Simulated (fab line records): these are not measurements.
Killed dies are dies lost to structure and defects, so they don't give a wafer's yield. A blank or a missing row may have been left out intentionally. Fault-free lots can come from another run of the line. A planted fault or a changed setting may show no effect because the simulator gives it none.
fab line records ; flow n5-finfet
record: lots: 5; wafers: 15; last-day: 17
route steps=1938 shown DUMMY_GATE@234 BEOL_M4@1111 PASSIVATION@1936
lots untouched by any fault: they come from a run of this same line in which no faults occurred
start-h: hours from the record's opening day to when the first of the lot's shown wafers began ; wait-h: hours elapsed since this lot's preceding step ; " identical to the entry in the row above ; L1.1+2: a single row standing in for several wafers ; - no value, or no start was given ; * or withheld: withheld ; < > ~ a bound
route shown NAME@n: names a module that has steps shown in the file, with the first one's number in the route ; usual: mean/standard deviation of fault-free wafers ; same: alike in all rows ; chamber/n: place in a boat ; sites: the reading at each site ; _std_site: standard deviation of those values ; _edge_site: outer sites' mean less inner sites' ; radius-mm: for every site, how far away it sits from the centre of the wafer ; mask NAME#n: copy n ; behind: the last tool/chamber to shape the wafer ; hold: the reason the lot was held/the length of the hold in hours/how it ended ; device: the transistor (n, p or np) that didn't switch ; end of line: the route-end tests of the same wafers ; a step without rows: its recipe alone ; killed: dies lost to structure and defects at the first sort, not the wafer's yield ; map: per-die view of a wafer (x killed, . not killed, _ where there is no die)
set.NAME: the setting as run; set.NAME@STEP: as run at that earlier step ; model.NAME: the simulator's own value behind a step, which no gauge read
a table for each step, a row for each wafer; lots at some steps of the route
services: a tool's chamber out of use, with start hour (start-h, from the record's first day; less than 0 if before it), hours out, and reason
== steps ==
step: N5_DUMMY_GATE_DESCUM_20
recipe: chemistry: O2; time-s: 6.2; source-power-w: 50; bias-power-w: 20; pressure-mtorr: 20; rf-frequency-hz: 2.712e+07; temp-c: 40; resist: CAR-EUV; o2-flow-sccm: 225
step: N5_DUMMY_GATE_ETCH_29
recipe: chemistry: N2/H2; target: underlayer; target-depth-a: 130; ion-energy-ev: 200; pressure-mtorr: 30; source-w: 840; bias-w: 150; n2-flow-sccm: 200; h2-flow-sccm: 200
step: N5_DUMMY_GATE_ETCH_36
recipe: chemistry: CF4; target: SiARC; target-depth-a: 130; pressure-mtorr: 40; source-w: 545; bias-w: 36; Ar_flow_sccm: 100; cf4-flow-sccm: 100; ion-energy-ev: 80
step: N5_DUMMY_GATE_ETCH_37
recipe: chemistry: N2/H2; target: SOC; target-depth-a: 600; overetch-a: 300; temp-c: 40; ion-energy-ev: 200; pressure-mtorr: 30; source-w: 840; bias-w: 150; n2-flow-sccm: 200; h2-flow-sccm: 200
step: N5_DUMMY_GATE_STRIP_38
recipe: chemistry: N2/H2; temp-c: 40; n2-flow-sccm: 200; h2-flow-sccm: 200; rf-frequency-hz: 6e+07
step: N5_DUMMY_GATE_STRIP_39
recipe: chemistry: N2/H2; temp-c: 40; n2-flow-sccm: 200; h2-flow-sccm: 200; rf-frequency-hz: 6e+07
step: N5_DUMMY_GATE_TRIM_49
recipe: chemistry: O2; resist: SOC; time-s: 29; target-cd-nm: 14; source-power-w: 300; bias-power-w: 0; O2_flow_sccm: 100; temp-c: 20
step: N5_DUMMY_GATE_STRIP_40
recipe: chemistry: CF4; resist: SiARC; power-w: 300; bias-power-w: 75; pressure-mtorr: 50; cf4-flow-sccm: 150; rf-frequency-hz: 6e+07
step: N5_DUMMY_GATE_ETCH_31
recipe: chemistry: C4F6/O2; target: SiO2; mask-material: SOC; target-depth-a: 825; time-s: 27.5; ion-energy-ev: 250; pressure-mtorr: 30; source-w: 345; bias-w: 185; Ar_flow_sccm: 300; C4F6_flow_sccm: 10; O2_flow_sccm: 10
usual: C4F6_flow_sccm: 10.00/0.031; O2_flow_sccm: 9.999/0.03; drypump-motor-current-A: 5.6/0.49; oes-product-au: 0.82/0.085; rf-fwd-power-W: 341.8/1.2; rf-vpp-V: 661/6.9; showerhead-plenum-p-Torr: 2.87/0.1; throttle-valve-pct: 21.13/0.21
lot.wafer;tool;chamber;start-h;wait-h;C4F6_flow_sccm;O2_flow_sccm;drypump-motor-current-A;oes-product-au;rf-fwd-power-W;rf-hours-counter-h;rf-vpp-V;showerhead-plenum-p-Torr;throttle-valve-pct;model.SOC_of_DUMMY_GATE_COAT_34.thk-nm
L517.1;rie-diel-03;0;88.06;0.2;-;-;-;-;-;-;-;-;-;60
L517.3;rie-diel-03;2;88.06;0.2;-;-;-;-;-;-;-;-;-;60.2
L517.4;rie-diel-03;0;88.06;0.2;-;-;-;-;-;-;-;-;-;60
L518.4;rie-diel-05;0;90.35;0.1;-;-;-;-;-;-;-;-;-;60
L518.5;rie-diel-05;2;90.35;0.1;-;-;-;-;-;-;-;-;-;60
L518.6;rie-diel-05;1;90.35;0.1;-;-;-;-;-;-;-;-;-;60
L519.2;rie-diel-05;3;96.30;0.1;-;-;-;-;-;-;-;-;-;59.8
L519.4;rie-diel-05;1;96.30;0.1;-;-;-;-;-;-;-;-;-;59.8
L519.6;rie-diel-05;3;96.30;0.1;-;-;-;-;-;-;-;-;-;60
L527.4;rie-diel-04;2;143.36;0.0;9.97;10.034;4.8;0.72;342.5;170;662;2.95;20.95;52.2
L527.5;rie-diel-04;2;143.36;0.0;10.00;10.041;4.8;0.74;344.9;-;662;2.95;20.96;51.8
L527.6;rie-diel-04;1;143.36;0.0;10.01;10.007;5.4;0.87;340.2;-;650;2.79;21.52;51.6
L534.2;rie-diel-05;1;184.39;0.0;10.04;9.959;5.3;0.88;341.9;56;662;3.00;20.95;51.4
L534.4;rie-diel-05;0;184.39;0.0;10.04;9.969;6.3;0.87;343.4;50;665;2.78;21.41;51.8
L534.5;rie-diel-05;0;184.39;0.0;10.02;9.984;6.3;0.87;343.3;-;667;2.78;21.39;51.6
step: N5_DUMMY_GATE_STRIP_41
recipe: chemistry: O2; power-w: 400; temp-c: 40; pressure-mtorr: 30; rf-frequency-hz: 6e+07; bias-power-w: 0; overash-fraction: 0.3; o2-flow-sccm: 225
step: N5_DUMMY_GATE_HM_OPEN_21
recipe: chemistry: CH3F/O2; target: SiNx; target-depth-a: 1200; Ar_flow_sccm: 150; CH3F_flow_sccm: 30; O2_flow_sccm: 23; time-s: 171.4; pressure-mtorr: 30; source-w: 395; bias-w: 73; ion-energy-ev: 120.7
usual: drypump-motor-current-A: 5.6/0.49; oes-product-au: 0.81/0.084; rf-fwd-power-W: 393.7/1.2; rf-vpp-V: 297/3; showerhead-plenum-p-Torr: 2.03/0.075; throttle-valve-pct: 16.41/0.17
lot.wafer;tool;chamber;start-h;wait-h;drypump-motor-current-A;oes-product-au;rf-fwd-power-W;rf-hours-counter-h;rf-vpp-V;showerhead-plenum-p-Torr;throttle-valve-pct
L517.1;rie-diel-03;0;88.14;0.0;5.4;0.30;394.8;117;301;2.03;16.52
L517.3;rie-diel-03;2;88.14;0.0;6.2;0.34;392.1;38;301;2.05;16.12
L517.4;rie-diel-03;0;88.14;0.0;5.4;0.30;395.2;-;302;2.03;16.53
L518.4;rie-diel-05;0;90.43;0.0;6.4;0.34;393.8;21;299;1.98;16.51
L518.5;rie-diel-05;2;90.43;0.0;5.4;0.33;391.6;-;303;2.14;16.19
L518.6;rie-diel-05;1;90.43;0.0;5.3;0.34;394.3;-;298;2.15;16.09
L519.2;rie-diel-05;3;96.39;0.0;5.3;0.27;395.2;204;297;2.01;16.34
L519.4;rie-diel-05;1;96.39;0.0;5.3;0.34;392.8;29;298;2.15;16.10
L519.6;rie-diel-05;3;96.39;0.0;5.3;0.27;393.6;-;296;2.01;16.36
L527.4;rie-diel-04;2;143.44;0.0;4.8;0.74;395.6;170;299;2.10;16.30
L527.5;rie-diel-04;2;143.44;0.0;4.8;0.74;393.1;-;298;2.10;16.31
L527.6;rie-diel-04;1;143.44;0.0;5.4;0.88;391.7;-;294;1.97;16.69
L534.2;rie-diel-05;1;184.47;0.0;5.3;0.87;393.9;56;298;2.14;16.24
L534.4;rie-diel-05;0;184.47;0.0;6.3;0.87;394.8;50;299;1.97;16.63
L534.5;rie-diel-05;0;184.47;0.0;6.3;0.87;395.4;-;299;1.97;16.61
step: N5_DUMMY_GATE_ETCH_32
recipe: chemistry: CF4; target: SiO2; target-depth-a: 35; time-s: 3.9; ion-energy-ev: 350; pressure-mtorr: 10; icp-w: 800; bias-w: 400; cf4-flow-sccm: 80
step: N5_DUMMY_GATE_ETCH_23
recipe: chemistry: HBr/Cl2/O2; HBr_flow_sccm: 150; Cl2_flow_sccm: 80; O2_flow_sccm: 12; bias-w: 102; target-depth-a: 410; time-s: 22.3; target: poly-Si; mask-material: SiO2; pressure-mtorr: 10; icp-w: 800
step: N5_DUMMY_GATE_ETCH_44
recipe: chemistry: HBr/O2; over-etch-frac: 0.7; target-depth-a: 1275; stop-on: SiO2; ion-energy-ev: 60; bias-w: 20; target: poly-Si; mask-material: SiO2; pressure-mtorr: 20; icp-w: 400; HBr_flow_sccm: 120; O2_flow_sccm: 10
usual: HBr_flow_sccm: 120.0/0.34; O2_flow_sccm: 10.00/0.031; drypump-motor-current-A: 5.7/0.5; oes-product-au: 0.730/0.012; rf-fwd-power-W: 397.8/1.4; throttle-valve-pct: 18.33/0.19
same: over-etch-frac: 0.7
lot.wafer;tool;chamber;start-h;wait-h;HBr_flow_sccm;O2_flow_sccm;drypump-motor-current-A;oes-product-au;rf-fwd-power-W;rf-hours-counter-h;throttle-valve-pct
L517.1;rie-si-01;3;88.39;0.0;120.1;9.99;5.6;0.369;397.3;5;18.19
L517.3;rie-si-01;0;88.39;0.0;120.4;10.00;5.8;0.387;396.7;51;18.47
L517.4;rie-si-01;0;88.39;0.0;119.8;10.06;5.8;0.382;396.6;-;18.45
L518.4;rie-si-03;3;90.68;0.0;119.9;9.99;6.4;0.377;398.2;103;18.47
L518.5;rie-si-03;1;90.68;0.0;119.9;10.02;6.6;0.363;397.5;-;18.23
L518.6;rie-si-03;2;90.68;0.0;119.7;10.02;5.7;0.373;398.6;-;18.04
L519.2;rie-si-03;3;96.64;0.0;120.4;10.03;6.4;0.379;400.0;103;18.47
L519.4;rie-si-03;2;96.64;0.0;120.1;9.98;5.7;0.374;399.8;21;18.03
L519.6;rie-si-03;2;96.64;0.0;120.0;9.98;5.7;0.372;398.1;-;18.04
L527.4;rie-si-03;2;143.70;0.0;120.4;10.00;5.7;0.723;399.7;22;18.05
L527.5;rie-si-03;0;143.70;0.0;120.3;10.00;4.9;0.721;397.1;-;18.53
L527.6;rie-si-03;3;143.70;0.0;120.4;9.98;6.4;0.733;397.6;-;18.47
L534.2;rie-si-03;1;184.72;0.0;119.7;9.99;6.6;0.726;396.8;63;18.23
L534.4;rie-si-03;2;184.72;0.0;120.6;10.02;5.7;0.713;398.7;23;18.04
L534.5;rie-si-03;1;184.72;0.0;119.7;10.03;6.6;0.727;398.5;-;18.23
step: N5_DUMMY_GATE_CD_MEAS_24
recipe: target-cd-nm: 15
usual: cd-nm: 14.9/0.32
lot.wafer;tool;chamber;start-h;wait-h;cd-nm
L517.1;cd-sem-01;-;88.50;0.1;-
L517.3;cd-sem-01;-;88.50;0.1;-
L517.4;cd-sem-01;-;88.50;0.1;-
L518.4;cd-sem-01;-;90.80;0.1;-
L518.5;cd-sem-01;-;90.80;0.1;-
L518.6;cd-sem-01;-;90.80;0.1;-
L519.2;cd-sem-03;-;96.75;0.1;-
L519.4;cd-sem-03;-;96.75;0.1;-
L519.6;cd-sem-03;-;96.75;0.1;-
L527.4;cd-sem-03;-;143.82;0.1;15.1
L527.5;cd-sem-03;-;143.82;0.1;15.0
L527.6;cd-sem-03;-;143.82;0.1;14.8
L534.2;cd-sem-03;-;184.83;0.1;14.9
L534.4;cd-sem-03;-;184.83;0.1;15.0
L534.5;cd-sem-03;-;184.83;0.1;14.7
step: N5_DUMMY_GATE_ETCH_42
recipe: chemistry: CHF3/O2; target: SiO2; target-depth-a: 35; time-s: 31; ion-energy-ev: 30; bias-w: 12; pressure-mtorr: 30; source-w: 600; Ar_flow_sccm: 200; CHF3_flow_sccm: 50; O2_flow_sccm: 5
step: N5_BEOL_M4_RC_MEAS_101
usual: DIBL_N: 36.5/1.4; DIBL_P: 36.6/1.6; IOFF_N: 0.160/0.024; IOFF_P: 0.217/0.029; ION_N: 674/8.7; ION_P: 464/6.5; SS_N: 71.6/0.47; SS_P: 73.4/0.57; VT_N: 250.0/2.5; VT_P: -250/3.1
lot.wafer;tool;chamber;start-h;wait-h;DIBL_N[mV/V];DIBL_P[mV/V];IOFF_N[nA/um];IOFF_P[nA/um];ION_N[uA/um];ION_P[uA/um];SS_N[mV/dec];SS_P[mV/dec];VT_N[mV];VT_P[mV]
L527.4;prober-02;0;263.61;0.5;35.7;35.3;0.135;0.167;676;456;71.4;73.1;251.1;-255
L527.5;prober-02;0;263.61;0.5;34.9;34.0;0.115;0.147;658;450;71.2;73.1;255.8;-259
L527.6;prober-02;0;263.61;0.5;35.9;35.2;0.131;0.162;661;453;72.1;73.6;252.4;-255
L534.2;prober-02;0;304.29;0.2;38.1;38.6;0.208;0.260;689;466;71.6;73.7;244.8;-247
L534.4;prober-02;0;304.29;0.2;37.4;36.5;0.174;0.223;680;465;72.1;73.2;249.1;-249
L534.5;prober-02;0;304.29;0.2;37.2;36.6;0.172;0.221;677;460;71.8;73.5;249.9;-250
step: N5_PASSIVATION_PROBE_49
usual: defect-limited-yield: 91.2/1.4; killed_at_M0_to_M3: 34/9.4; killed_at_M4_up: 13/5.8; killed-at-contacts: 13/6.4; killed-at-front-end: 41/11; killed-at-other: 3.1/2.3; killed-dies: 103/16; killed-on-rim: 13/3.4; killed-open: 69/12; killed-short: 33/7.8; sort_bin_5_function: 5.1/0.91; sort_bin_6_memory: 3.3/0.63; sort-n-pass: 1077/16; sort-yield-pct: 91.2/1.4
same: gross-dies: 1180; killed-at-back-side: 0; sort_bin_4_leakage[%]: 0; sort_bin_8_speed[%]: 0
lot.wafer;tool;chamber;start-h;wait-h;defect-limited-yield[%];killed_at_M0_to_M3;killed_at_M4_up;killed-at-contacts;killed-at-front-end;killed-at-other;killed-dies;killed-on-rim;killed-open;killed-short;sort_bin_5_function[%];sort_bin_6_memory[%];sort-n-pass;sort-yield-pct[%]
L517.1;prober-02;-;312.59;0.0;0;50;14;28;1083;5;1180;152;95;50;93.8;5.8;0;0
L517.3;prober-02;-;312.69;0.1;0;54;20;16;1086;4;1180;152;110;35;95.3;4.3;0;0
L517.4;prober-02;-;312.74;0.2;0;28;20;13;1115;4;1180;152;68;22;96.5;3.3;0;0
L518.4;prober-01;-;314.08;0.2;0;38;13;8;1120;1;1180;152;71;27;96.4;3.4;0;0
L518.5;prober-01;-;314.13;0.2;0;38;10;8;1123;1;1180;152;69;33;96.5;3.1;0;0
L518.6;prober-01;-;314.18;0.3;0;32;13;1;1131;3;1180;152;60;29;96.3;3.4;0;0
L519.2;prober-01;-;320.40;0.1;0;37;5;17;1120;1;1180;152;69;37;96.6;3.1;0;0
L519.4;prober-01;-;320.50;0.2;0;40;6;14;1118;2;1180;152;67;37;96.9;2.9;0;0
L519.6;prober-01;-;320.60;0.3;0;43;4;6;1126;1;1180;152;48;36;96.8;3.0;0;0
L527.4;prober-01;-;362.22;0.2;93.6;24;5;8;36;2;75;11;43;32;4.0;2.2;1105;93.6
L527.5;prober-01;-;362.27;0.2;89.8;34;7;23;50;6;120;18;75;45;6.4;3.6;1060;89.8
L527.6;prober-01;-;362.32;0.3;91.2;43;8;15;34;4;104;14;65;39;5.2;3.3;1076;91.2
killed by level:class
L517.1 DUMMY_GATE:area-etch=1035 MOL_CONTACT_COAG:geometric-particle:open=23 FIN_SAQP:geometric-particle:open=15 BEOL_M0_SAQP:geometric-particle:short=14 BEOL_M2:geometric-particle:open=13 FIN_SAQP:geometric-particle:short=11 BEOL_M0_SAQP:geometric-particle:open=9 BEOL_M4:geometric-particle:open=8
L517.3 DUMMY_GATE:area-etch=1035 BEOL_M0_SAQP:geometric-particle:open=18 FIN_SAQP:geometric-particle:open=15 BEOL_M3:geometric-particle:open=13 BEOL_M4:geometric-particle:open=13 STI_FIN_REVEAL:geometric-particle:open=12 MOL_CONTACT_COAG:geometric-particle:open=12 BEOL_M0_SAQP:geometric-particle:short=9
L517.4 DUMMY_GATE:area-etch=1090 FIN_SAQP:geometric-particle:open=11 MOL_CONTACT_COAG:geometric-particle:open=11 BEOL_M2:geometric-particle:open=9 BEOL_M4:geometric-particle:open=7 FIN_SAQP:geometric-particle:short=5 BEOL_M0_SAQP:geometric-particle:open=4 BEOL_M1:geometric-particle:open=4
L518.4 DUMMY_GATE:area-etch=1082 STI_FIN_REVEAL:geometric-particle:open=18 BEOL_M0_SAQP:geometric-particle:short=10 BEOL_M4:geometric-particle:open=9 BEOL_M0_SAQP:geometric-particle:open=9 BEOL_M1:geometric-particle:open=9 MOL_CONTACT_COAG:geometric-particle:open=7 DUMMY_GATE:geometric-particle:open=5
L518.5 DUMMY_GATE:area-etch=1077 STI_FIN_REVEAL:geometric-particle:open=25 BEOL_M0_SAQP:geometric-particle:open=13 BEOL_M0_SAQP:geometric-particle:short=12 MOL_CONTACT_COAG:geometric-particle:open=7 STI_FIN_REVEAL:geometric-particle:short=6 BEOL_M1:geometric-particle:open=4 ILD0:geometric-particle:short=4
L518.6 DUMMY_GATE:area-etch=1091 STI_FIN_REVEAL:geometric-particle:open=12 BEOL_M3:geometric-particle:open=11 BEOL_M0_SAQP:geometric-particle:open=7 STI_FIN_REVEAL:geometric-particle:short=6 BEOL_M1:geometric-particle:open=6 DUMMY_GATE:geometric-particle:open=5 BEOL_M0_SAQP:geometric-particle:short=4
L519.2 DUMMY_GATE:area-etch=1074 STI_FIN_REVEAL:geometric-particle:open=14 MOL_CONTACT_COAG:geometric-particle:open=13 FIN_SAQP:geometric-particle:short=9 BEOL_M0_SAQP:geometric-particle:open=9 BEOL_M3:geometric-particle:open=8 FIN_SAQP:geometric-particle:open=7 STARTING-WAFER:geometric-particle:short=7
L519.4 DUMMY_GATE:area-etch=1076 STI_FIN_REVEAL:geometric-particle:open=16 BEOL_M0_SAQP:geometric-particle:short=11 BEOL_M2:geometric-particle:open=9 MOL_CONTACT_COAG:geometric-particle:open=9 FIN_SAQP:geometric-particle:short=6 DUMMY_GATE:geometric-particle:open=5 MOL_CONTACT_COAG:geometric-particle:short=5
L519.6 DUMMY_GATE:area-etch=1096 FIN_SAQP:geometric-particle:short=10 BEOL_M0_SAQP:geometric-particle:open=8 BEOL_M1:geometric-particle:open=8 BEOL_M2:geometric-particle:open=8 STI_FIN_REVEAL:geometric-particle:open=6 BEOL_M0_SAQP:geometric-particle:short=5 BEOL_M2:geometric-particle:short=5
L527.4 BEOL_M0_SAQP:geometric-particle:short=9 MOL_CONTACT_COAG:geometric-particle:open=8 DUMMY_GATE:geometric-particle:open=5 GATE_CUT:geometric-particle:open=5 GATE_CUT:geometric-particle:short=5 FIN_SAQP:geometric-particle:short=4 FIN_SAQP:geometric-particle:open=3 STI_FIN_REVEAL:geometric-particle:open=3
L527.5 MOL_CONTACT_COAG:geometric-particle:open=19 FIN_SAQP:geometric-particle:open=13 BEOL_M0_SAQP:geometric-particle:short=12 FIN_SAQP:geometric-particle:short=10 BEOL_M0_SAQP:geometric-particle:open=9 STI_FIN_REVEAL:geometric-particle:open=8 GATE_CUT:geometric-particle:short=6 BEOL_M3:geometric-particle:open=4
L527.6 BEOL_M0_SAQP:geometric-particle:open=20 BEOL_M0_SAQP:geometric-particle:short=15 MOL_CONTACT_COAG:geometric-particle:open=11 FIN_SAQP:geometric-particle:short=7 DUMMY_GATE:geometric-particle:open=7 GATE_CUT:geometric-particle:short=4 MOL_CONTACT_COAG:geometric-particle:short=4 STARTING-WAFER:geometric-particle:open=4
map L517.1 (x killed, . not)
_________________xxxxxxxxxxxx________________
______________xxxxxxxxxxxxxxxxxx_____________
___________xxxxxxxxxxxxxxxxxxxxxxxx__________
__________xxxxxxxxxxxxxxxxxxxxxxxxxx_________
________xxxxxxxxxxxxxxxxxxxxxxxxxxxxxx_______
_______xxxxxxxxxxxxxxxxxxxxxxxxxxxxxxxx______
______xxxxxxxxxxxxxxxxxxxxxxxxxxxxxxxxxx_____
_____xxxxxxxxxxxxxxxxxxxxxxxxxxxxxxxxxxxx____
____xxxxxxxxxxxxxxxxxxxxxxxxxxxxxxxxxxxxxx___
___xxxxxxxxxxxxxxxxxxxxxxxxxxxxxxxxxxxxxxxx__
___xxxxxxxxxxxxxxxxxxxxxxxxxxxxxxxxxxxxxxxx__
__xxxxxxxxxxxxxxxxxxxxxxxxxxxxxxxxxxxxxxxxxx_
__xxxxxxxxxxxxxxxxxxxxxxxxxxxxxxxxxxxxxxxxxx_
_xxxxxxxxxxxxxxxxxxxxxxxxxxxxxxxxxxxxxxxxxxxx
_xxxxxxxxxxxxxxxxxxxxxxxxxxxxxxxxxxxxxxxxxxxx
_xxxxxxxxxxxxxxxxxxxxxxxxxxxxxxxxxxxxxxxxxxxx
_xxxxxxxxxxxxxxxxxxxxxxxxxxxxxxxxxxxxxxxxxxxx
_xxxxxxxxxxxxxxxxxxxxxxxxxxxxxxxxxxxxxxxxxxxx
_xxxxxxxxxxxxxxxxxxxxxxxxxxxxxxxxxxxxxxxxxxxx
_xxxxxxxxxxxxxxxxxxxxxxxxxxxxxxxxxxxxxxxxxxxx
_xxxxxxxxxxxxxxxxxxxxxxxxxxxxxxxxxxxxxxxxxxxx
__xxxxxxxxxxxxxxxxxxxxxxxxxxxxxxxxxxxxxxxxxx_
__xxxxxxxxxxxxxxxxxxxxxxxxxxxxxxxxxxxxxxxxxx_
___xxxxxxxxxxxxxxxxxxxxxxxxxxxxxxxxxxxxxxxx__
___xxxxxxxxxxxxxxxxxxxxxxxxxxxxxxxxxxxxxxxx__
____xxxxxxxxxxxxxxxxxxxxxxxxxxxxxxxxxxxxxx___
_____xxxxxxxxxxxxxxxxxxxxxxxxxxxxxxxxxxxx____
______xxxxxxxxxxxxxxxxxxxxxxxxxxxxxxxxxx_____
_______xxxxxxxxxxxxxxxxxxxxxxxxxxxxxxxx______
________xxxxxxxxxxxxxxxxxxxxxxxxxxxxxx_______
__________xxxxxxxxxxxxxxxxxxxxxxxxxx_________
___________xxxxxxxxxxxxxxxxxxxxxxxx__________
______________xxxxxxxxxxxxxxxxxx_____________
_________________xxxxxxxxxxxx________________
map L518.4 (x killed, . not)
_________________xxxxxxxxxxxx________________
______________xxxxxxxxxxxxxxxxxx_____________
___________xxxxxxxxxxxxxxxxxxxxxxxx__________
__________xxxxxxxxxxxxxxxxxxxxxxxxxx_________
________xxxxxxxxxxxxxxxxxxxxxxxxxxxxxx_______
_______xxxxxxxxxxxxxxxxxxxxxxxxxxxxxxxx______
______xxxxxxxxxxxxxxxxxxxxxxxxxxxxxxxxxx_____
_____xxxxxxxxxxxxxxxxxxxxxxxxxxxxxxxxxxxx____
____xxxxxxxxxxxxxxxxxxxxxxxxxxxxxxxxxxxxxx___
___xxxxxxxxxxxxxxxxxxxxxxxxxxxxxxxxxxxxxxxx__
___xxxxxxxxxxxxxxxxxxxxxxxxxxxxxxxxxxxxxxxx__
__xxxxxxxxxxxxxxxxxxxxxxxxxxxxxxxxxxxxxxxxxx_
__xxxxxxxxxxxxxxxxxxxxxxxxxxxxxxxxxxxxxxxxxx_
_xxxxxxxxxxxxxxxxxxxxxxxxxxxxxxxxxxxxxxxxxxxx
_xxxxxxxxxxxxxxxxxxxxxxxxxxxxxxxxxxxxxxxxxxxx
_xxxxxxxxxxxxxxxxxxxxxxxxxxxxxxxxxxxxxxxxxxxx
_xxxxxxxxxxxxxxxxxxxxxxxxxxxxxxxxxxxxxxxxxxxx
_xxxxxxxxxxxxxxxxxxxxxxxxxxxxxxxxxxxxxxxxxxxx
_xxxxxxxxxxxxxxxxxxxxxxxxxxxxxxxxxxxxxxxxxxxx
_xxxxxxxxxxxxxxxxxxxxxxxxxxxxxxxxxxxxxxxxxxxx
_xxxxxxxxxxxxxxxxxxxxxxxxxxxxxxxxxxxxxxxxxxxx
__xxxxxxxxxxxxxxxxxxxxxxxxxxxxxxxxxxxxxxxxxx_
__xxxxxxxxxxxxxxxxxxxxxxxxxxxxxxxxxxxxxxxxxx_
___xxxxxxxxxxxxxxxxxxxxxxxxxxxxxxxxxxxxxxxx__
___xxxxxxxxxxxxxxxxxxxxxxxxxxxxxxxxxxxxxxxx__
____xxxxxxxxxxxxxxxxxxxxxxxxxxxxxxxxxxxxxx___
_____xxxxxxxxxxxxxxxxxxxxxxxxxxxxxxxxxxxx____
______xxxxxxxxxxxxxxxxxxxxxxxxxxxxxxxxxx_____
_______xxxxxxxxxxxxxxxxxxxxxxxxxxxxxxxx______
________xxxxxxxxxxxxxxxxxxxxxxxxxxxxxx_______
__________xxxxxxxxxxxxxxxxxxxxxxxxxx_________
___________xxxxxxxxxxxxxxxxxxxxxxxx__________
______________xxxxxxxxxxxxxxxxxx_____________
_________________xxxxxxxxxxxx________________
== services ==
tool;chamber;start-h;hours;kind
rie-diel-03;3;69.26;7.2;repair
rie-diel-04;-;86.96;1.0;repair
rie-diel-05;2;91.74;2.1;repair
rie-diel-03;3;114.50;-;clean
rie-diel-03;3;114.50;-;consumable-replace:focus-ring
rie-diel-03;3;114.50;-;consumable-replace:showerhead
rie-diel-03;3;114.50;19.1;scheduled-down
rie-diel-03;3;114.50;19.1;vent-cycle
rie-diel-04;3;158.32;14.6;repair
rie-diel-03;2;166.17;6.7;repair
== key ==
first-sign: step: N5_DUMMY_GATE_ETCH_31; reading: tool-record; direction: missing
effect: step: N5_DUMMY_GATE_HM_OPEN_21; reading: oes-product-au; direction: down; sigmas: 5.9; usual: 0.81; struck: 0.31
effect: step: N5_DUMMY_GATE_ETCH_44; reading: oes-product-au; direction: down; sigmas: 29; usual: 0.730; struck: 0.375
effect: step: N5_DUMMY_GATE_CD_MEAS_24; reading: cd-nm; direction: missing
effect: step: N5_PASSIVATION_PROBE_49; reading: sort_bin_5_function; direction: up; sigmas: 99+; usual: 5.1; struck: 96.1
model-effect: step: N5_DUMMY_GATE_ETCH_31; value: SOC_of_DUMMY_GATE_COAT_34.thk-nm; without: 51.69; struck: 59.98
more-kills-born-at: N5_DUMMY_GATE_ETCH_31@rie-diel-05: 6496; N5_DUMMY_GATE_ETCH_31@rie-diel-03: 3160
met-at N5_DUMMY_GATE_ETCH_31
struck-wafers L517.1,L517.3,L517.4,L518.4,L518.5,L518.6,L519.2,L519.4,L519.6
later-rows-left-out L517.1,L517.3,L517.4,L518.4,L518.5,L518.6,L519.2,L519.4,L519.6
fault: kind: skipped-step-whole; tool: rie-diel-03,rie-diel-05; chamber: -; onset-h: 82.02; steps: N5_DUMMY_GATE_ETCH_31; scope: struck-lots-only
later-rows-left-out: the simulator's readings of these wafers behind a module that went badly wrong aren't trusted and aren't shown, but for the sort
